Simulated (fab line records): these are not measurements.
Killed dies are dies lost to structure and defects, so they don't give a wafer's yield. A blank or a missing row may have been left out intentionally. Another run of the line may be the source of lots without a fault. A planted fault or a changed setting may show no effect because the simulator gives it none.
A struck lot beside a sound one ; flow n5-finfet ; 38 out of 1938 route steps
Sound: the wafers L683.1, L683.2, L683.3. Struck: wafer L695.6 (left out: L695.1, a lot-mate that was not struck); the cause follows at the end.
Order at every step that has rows: each side's tool, ch and its chambers, its first start. Under that, the readings that differ: sound wafers ; struck wafers ; difference of the means ; sigmas: that difference in standard deviations of wafers without a fault.
alike: words and numbers the same on both sides, and readings whose means are apart by under 2 such deviations; not compared: readings that were withheld, readings missing a value for some wafer, numbers with overlapping values and no deviation given by the record, and bounds like >300 which may hide the same value.
The two part at a step that has a row with sigmas, a row that says differs or no value, or rows on one side only. When numbers do not overlap yet have no deviation, they are printed without sigmas and do not part them. A reading missing from all wafers of one side parts the sides only when that side holds two or more wafers.

first, 9 steps without rows for these wafers: N5_MOL_CONTACT_COAG_SRD_128 (dry time 32 s); N5_MOL_CONTACT_COAG_CMP_52 (polishes, stops on SiO2, t overpolish 1.5 s, target thk 66.5 nm); N5_MOL_CONTACT_COAG_ANNEAL_112 (time 1800 s); N5_BEOL_M0_SAQP_PECVD_00 (deposits SiCN from 3MS/NH3, target thk 8 nm, time 14 s); N5_BEOL_M0_SAQP_ILD_DEP_01 (deposits SiOC from DEMS/O2, target thk 45.419 nm, time 8.7 s); N5_BEOL_M0_SAQP_HM_DEP_02 (deposits TiN, target thk 12 nm); N5_BEOL_M0_SAQP_PECVD_03 (deposits SiCN from 3MS/NH3, target thk 12 nm, time 21.1 s); N5_BEOL_M0_SAQP_PECVD_96 (deposits a-Si from SiH4/He, target thk 45 nm, time 45.2 s); N5_BEOL_M0_SAQP_PECVD_97 (deposits SiNx from SiH4/NH3/N2, target thk 23 nm, time 19.9 s).
N5_BEOL_M0_SAQP_PECVD_04: deposits a-Si from SiH4/He, target thk 60 nm, time 60.2 s.
  sound on pecvd-03 ch 0,1,2, day 6 15:43; struck on pecvd-03 ch 0, day 9 18:07
reading;sound;struck;difference;sigmas
model.a-Si_of_BEOL_M0_SAQP_PECVD_04.thk-nm (nm);59 60.6 59.4;102.6;+42.9;
  alike: heater-power-outer-w, heater-power-w, showerhead-plenum-p-Torr, susceptor-temp-C, throttle-valve-pct
N5_BEOL_M0_SAQP_THK_MEAS_05:
  struck on film-metro-01, day 9 18:15; sound on film-metro-01, day 6 15:49
reading;sound;struck;difference;sigmas
thk-nm (nm);59.0 60.6 59.5;102.6;+42.9;+48
then, 15 steps without rows for these wafers: N5_BEOL_M0_SAQP_HM_DEP_111 (deposits SiO2 from SiH4/N2O, target thk 12 nm, time 7.2 s); N5_BEOL_M0_SAQP_COAT_81 (time 60 s, resist thk 100 nm); N5_BEOL_M0_SAQP_COAT_82 (time 60 s, resist thk 30 nm); N5_BEOL_M0_SAQP_COAT_08 (resist thk 90 nm); N5_BEOL_M0_SAQP_EBR_10; N5_BEOL_M0_SAQP_SOFTBAKE_09 (time 60 s); N5_BEOL_M0_SAQP_EXPOSE_11 (exposes mask M0 CORE, target cd 42 nm); N5_BEOL_M0_SAQP_PEB_12 (peb time 60 s); N5_BEOL_M0_SAQP_DEVELOP_13 (develop time 30 s); N5_BEOL_M0_SAQP_DESCUM_19 (chemistry O2, time 7.9 s); N5_BEOL_M0_SAQP_ETCH_83 (etches SiARC in CF4, target depth 39 nm, time 65 s); N5_BEOL_M0_SAQP_ETCH_84 (etches SOC in N2/H2, target depth 100 nm, overetch 20 nm, time 150 s); N5_BEOL_M0_SAQP_STRIP_80 (strips in N2/H2); N5_BEOL_M0_SAQP_HM_OPEN_112 (chemistry CHF3/O2, target SiO2, stops on a-Si, target depth 12 nm, time 13.5 s); N5_BEOL_M0_SAQP_STRIP_113 (strips in CHF3/O2).
N5_BEOL_M0_SAQP_MANDREL_ETCH_20: etches a-Si in HBr/Cl2, stops on SiNx, target depth 60 nm, bt time 10 s, time 30 s.
  sound on rie-si-01 ch 0,1,2, day 6 16:32; struck on rie-si-02 ch 1, day 9 19:10
reading;sound;struck;difference;sigmas
oes-product-au (a.u.);0.746 0.777 0.759;0.986;+0.225;+15
model.etch.depth-nm (nm);58.96 60.62 59.44;86.66;+26.99;
  alike: drypump-motor-current-A, throttle-valve-pct
  not compared: rf-hours-counter-h
then, 5 steps without rows for these wafers: N5_BEOL_M0_SAQP_STRIP_86 (strips in N2/H2); N5_BEOL_M0_SAQP_STRIP_115 (strips in post etch residue remover, time 60 s); N5_BEOL_M0_SAQP_SRD_93 (time 30 s); N5_BEOL_M0_SAQP_RECESS_114 (chemistry HF/NH3, target SiO2, target depth 14.4 nm, afs cycles 3, sublimation time 60 s); N5_BEOL_M0_SAQP_SPACER1_ALD_98 (deposits SiO2, target thk 12.8 nm, pulse time 1 s, purge time 2 s).
N5_BEOL_M0_SAQP_SPACER1_ETCHBACK_99: etches SiO2 in CHF3/O2, target depth 15.4 nm, time 7.7 s.
  sound on rie-diel-01 ch 0,1,3, day 6 18:15; struck on rie-diel-06 ch 0, day 9 20:20
reading;sound;struck;difference;sigmas
drypump-motor-current-A (A);6.0 5.6 5.5;6.8;+1.1;+2
oes-product-au (a.u.);0.67 0.93 0.74;0.27;-0.51;-6
model.a-Si_of_BEOL_M0_SAQP_PECVD_04.thk-nm (nm);58.4 60 58.8;102.2;+43.1;
  alike: CHF3_flow_sccm, oes_o_777_au, rf-vpp-V, showerhead-plenum-p-Torr, throttle-valve-pct
  not compared: rf-hours-counter-h
then, 2 steps without rows for these wafers: N5_BEOL_M0_SAQP_MANDREL1_REMOVE_100 (chemistry HBr/Cl2/O2, target a-Si, stops on SiNx, bt time 10 s); N5_BEOL_M0_SAQP_ETCH_101 (etches SiNx in CH3F/O2, target depth 29.9 nm, time 42.7 s).
N5_BEOL_M0_SAQP_INSPECT_42: inspects for defects (brightfield).
  struck on defect-inspect-01, day 9 22:49; sound on defect-inspect-02, day 6 20:46
reading;sound;struck;difference;sigmas
raw-defect-count;343 372 314;2112;+1769;+24
N5_BEOL_M4_RC_MEAS_101:
  the record has rows for the sound wafers here (prober-02 ch 0, day 9 03:44) and none for the struck ones
-- record jumps: 7 days separate the struck wafers' starts on either side; left off in module BEOL_M4, taken up again in module PASSIVATION, whose first shown step is the route's number 1936 --
N5_PASSIVATION_PROBE_49:
  struck on prober-01, day 16 23:26; sound on prober-01, day 13 04:16
reading;sound;struck;difference;sigmas
defect-limited-yield (%);93.6 93.4 92.6;0;-93;-67
killed_at_M0_to_M3;18 26 21;1077;+1055;+99 or more
killed-at-front-end;25 33 35;66;+35;+4
killed-dies;75 78 87;1180;+1100;+65
killed-on-rim;12 15 7;152;+141;+33
killed-open;41 58 55;88;+37;+3
sort_bin_5_function (%);4.2 4.2 4.2;95.7;+91.5;+99 or more
sort_bin_6_memory (%);2.0 1.7 2.9;3.7;+1.5;+2
sort-n-pass;1105 1102 1093;0;-1100;-27
sort-yield-pct (%);94 93 93;0;-93;-27
  alike: killed_at_M4_up, killed-at-contacts, killed-at-other, killed-short

WHERE THEY PART
Last at N5_PASSIVATION_PROBE_49 as far as this record goes, first at N5_BEOL_M0_SAQP_THK_MEAS_05.

WHY: the cause the simulator had injected
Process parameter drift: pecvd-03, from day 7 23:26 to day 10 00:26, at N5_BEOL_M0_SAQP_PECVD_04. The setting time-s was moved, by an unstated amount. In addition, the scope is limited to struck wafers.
